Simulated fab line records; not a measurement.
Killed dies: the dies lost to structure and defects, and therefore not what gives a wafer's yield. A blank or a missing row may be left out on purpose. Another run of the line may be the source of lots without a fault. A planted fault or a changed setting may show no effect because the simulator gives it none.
What tool caused it?    flow nandHarc    11 lots, 31 wafers sampled, at 4 steps of a route of 1159

WHAT THE GAUGES SHOWED, per wafer
NHARC_P_GATE_CD_MEAS_26 targets a cd of 120 nm. Usual: cdNm at 120.1 nm, with a standard deviation of 0.57.
lot   measured      on        cdNm (nm)                            flag
L347  day 5 01:19   cdSem-03  119.5 119.6 119.5                    
L349  day 5 08:22   cdSem-02  119.9 119.1 120.0                    
L350  day 5 15:46   cdSem-03  119.7 119.1 118.7                    
L352  day 6 07:08   cdSem-03  119.9 119.6 119.2                    
L354  day 6 10:07   cdSem-01  119.6 120.2 119.6                    
L353  day 6 10:52   cdSem-03  120.9 120.4 120.1                    
L356  day 6 23:58   cdSem-01  120.5 121.1 121.0                    
L357  day 7 23:19   cdSem-03  115.8 119.8 115.8 116.1 119.8 115.9  OFF
L361  day 8 13:58   cdSem-03  116.2 115.9                          OFF
L362  day 8 20:33   cdSem-01  120.8 120.3 119.2                    
L368  day 10 00:39  cdSem-03  120.8 119.6 120.3                    

WHAT TOOL EACH LOT RAN ON (gives the tool, then ch and the chambers of the sampled wafers, and finally the start)
lot   NHARC_P_STI_DESCUM_14             NHARC_P_GATE_DESCUM_13            NHARC_P_GATE_PEB_24
L347  rieDiel-11 ch 0,1,3, day 2 16:07  rieDiel-12 ch 0,2, day 4 10:12    lithoTrack-06 ch 0, day 5 01:14
L349  rieDiel-11 ch 0,1,2, day 3 06:52  rieDiel-02 ch 2,3, day 4 17:42    lithoTrack-06 ch 0, day 5 08:17
L350  rieDiel-11 ch 0,1,3, day 3 12:46  rieDiel-12 ch 0,1,3, day 5 02:07  lithoTrack-06 ch 0, day 5 15:41
L352  rieDiel-11 ch 0,1,2, day 4 00:34  rieDiel-12 ch 0,1,2, day 5 14:10  lithoTrack-04 ch 0, day 6 07:04
L354  rieDiel-03 ch 0,2,3, day 4 07:40  rieDiel-02 ch 1,3, day 5 20:06    lithoTrack-04 ch 0, day 6 10:02
L353  rieDiel-11 ch 1,3, day 4 07:49    rieDiel-01 ch 0,1, day 5 19:55    lithoTrack-01 ch 0, day 6 10:47
L356  rieDiel-03 ch 0,2,3, day 4 22:27  rieDiel-02 ch 1,2,3, day 6 10:05  lithoTrack-01 ch 0, day 6 23:53
L357  rieDiel-03 ch 0,2, day 5 07:36    rieDiel-01 ch 1,2,3, day 7 08:05  lithoTrack-01 ch 0, day 7 23:14
L361  rieDiel-07 ch 0, day 6 06:37      rieDiel-12 ch 2, day 7 20:18      lithoTrack-01 ch 0, day 8 13:53
L362  rieDiel-07 ch 0,2, day 6 10:58    rieDiel-01 ch 0,2, day 8 01:32    lithoTrack-06 ch 0, day 8 20:28
L368  rieDiel-03 ch 1,2,3, day 7 23:25  rieDiel-02 ch 0,1,2, day 9 10:40  lithoTrack-06 ch 0, day 10 00:34
- NHARC_P_STI_DESCUM_14: chemistry O2, time 3 s.
- NHARC_P_GATE_DESCUM_13: chemistry O2, time 3 s.
- NHARC_P_GATE_PEB_24: peb time 65 s.

WHAT THE TOOLS THEMSELVES READ (means of the sampled wafers that have a number; where no wafer has one, the mark that the record gives instead)
NHARC_P_STI_DESCUM_14. Usual: chamberPressureMTorr 60.01 mTorr, standard deviation 0.06; drypumpMotorCurrentA 5.7 A, standard deviation 0.36; oesProductAu 1.000 a.u., standard deviation 0.0084; rfVppV 57.8 V, standard deviation 0.93; showerheadPlenumPTorr 1.91 Torr, standard deviation 0.086; throttleValvePct 11.312 %, standard deviation 0.0095.
lot   tool        chamberPressureMTorr (mTorr)  drypumpMotorCurrentA (A)  oesProductAu (a.u.)  rfVppV (V)  showerheadPlenumPTorr (Torr)  throttleValvePct (%)  flag
L347  rieDiel-11  59.98                         5.8                       1.013                58.0        1.91                          11.304                
L349  rieDiel-11  59.97                         5.6                       1.010                57.9        1.89                          11.315                
L350  rieDiel-11  60.03                         5.8                       1.003                57.2        1.91                          11.319                
L352  rieDiel-11  60.04                         5.6                       1.005                58.1        1.89                          11.317                
L354  rieDiel-03  60.04                         5.5                       1.000                57.9        1.92                          11.309                
L353  rieDiel-11  60.01                         5.8                       0.999                58.0        1.99                          11.307                
L356  rieDiel-03  60.03                         5.5                       0.997                57.7        1.92                          11.309                
L357  rieDiel-03  59.99                         5.5                       0.995                58.6        1.97                          11.314                
L361  rieDiel-07  60.08                         6.0                       1.015                57.6        1.97                          11.309                
L362  rieDiel-07  60.02                         5.6                       1.005                58.1        2.00                          11.314                
L368  rieDiel-03  60.03                         5.8                       0.994                57.7        1.86                          11.313                

NHARC_P_GATE_DESCUM_13. Usual: chamberPressureMTorr 60.00 mTorr, standard deviation 0.058; drypumpMotorCurrentA 5.92 A, standard deviation 0.23; oesProductAu 1.002 a.u., standard deviation 0.008; rfVppV 57.8 V, standard deviation 0.98; showerheadPlenumPTorr 1.91 Torr, standard deviation 0.091; throttleValvePct 11.310 %, standard deviation 0.0086.
lot   tool        chamberPressureMTorr (mTorr)  drypumpMotorCurrentA (A)  oesProductAu (a.u.)  rfVppV (V)  showerheadPlenumPTorr (Torr)  throttleValvePct (%)  flag
L347  rieDiel-12  60.04                         5.94                      0.997                58.3        1.93                          11.306                
L349  rieDiel-02  60.02                         6.01                      0.995                58.4        1.86                          11.306                
L350  rieDiel-12  60.01                         6.04                      1.008                58.0        1.93                          11.310                
L352  rieDiel-12  59.95                         5.82                      1.004                57.1        1.89                          11.316                
L354  rieDiel-02  59.97                         6.16                      1.004                58.6        1.97                          11.314                
L353  rieDiel-01  60.05                         5.80                      1.003                57.7        1.88                          11.311                
L356  rieDiel-02  60.07                         6.10                      1.006                57.8        1.92                          11.299                
L357  rieDiel-01  60.02                         5.80                      0.997                58.2        1.97                          11.317                
L361  rieDiel-12  60.07                         5.57                      0.992                57.8        1.91                          11.308                
L362  rieDiel-01  60.01                         5.72                      1.011                58.2        1.80                          11.312                
L368  rieDiel-02  59.98                         6.10                      1.009                58.4        1.93                          11.308                

THE ANSWER, worked out from the rows above alone
Rule: a lot is off if the mean of its wafers that have a number lies more than 3 standard deviations from the usual mean. Also off: a lot with no number at a reading for which 4 or more lots have one. All remaining lots with rows at the step are treated as sound. First the gauges in route order, then the tools' own readings, where a lot's mean is used as printed above. At the first step where some lot is off, the reading lying furthest off is the one used; lots without a number count as furthest.
Off: L357, L361, at NHARC_P_GATE_CD_MEAS_26 (cdNm).
If a tool, at a process step before that reading, ran all the lots that are off and no sound lot after the first of them, it fits. Those tools and the gauges at NHARC_P_GATE_CD_MEAS_26 are tried in the same way. One fits: NHARC_P_GATE_PEB_24 on lithoTrack-01. Its last sound lot is L356 (day 6 23:53), its first lot that is off L357 (day 7 23:14): a fault that began between those two fits.

WHAT THE SIMULATOR HAD PUT IN
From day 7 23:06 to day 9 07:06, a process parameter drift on lithoTrack-01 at NHARC_P_GATE_PEB_24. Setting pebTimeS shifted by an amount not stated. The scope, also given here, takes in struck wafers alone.
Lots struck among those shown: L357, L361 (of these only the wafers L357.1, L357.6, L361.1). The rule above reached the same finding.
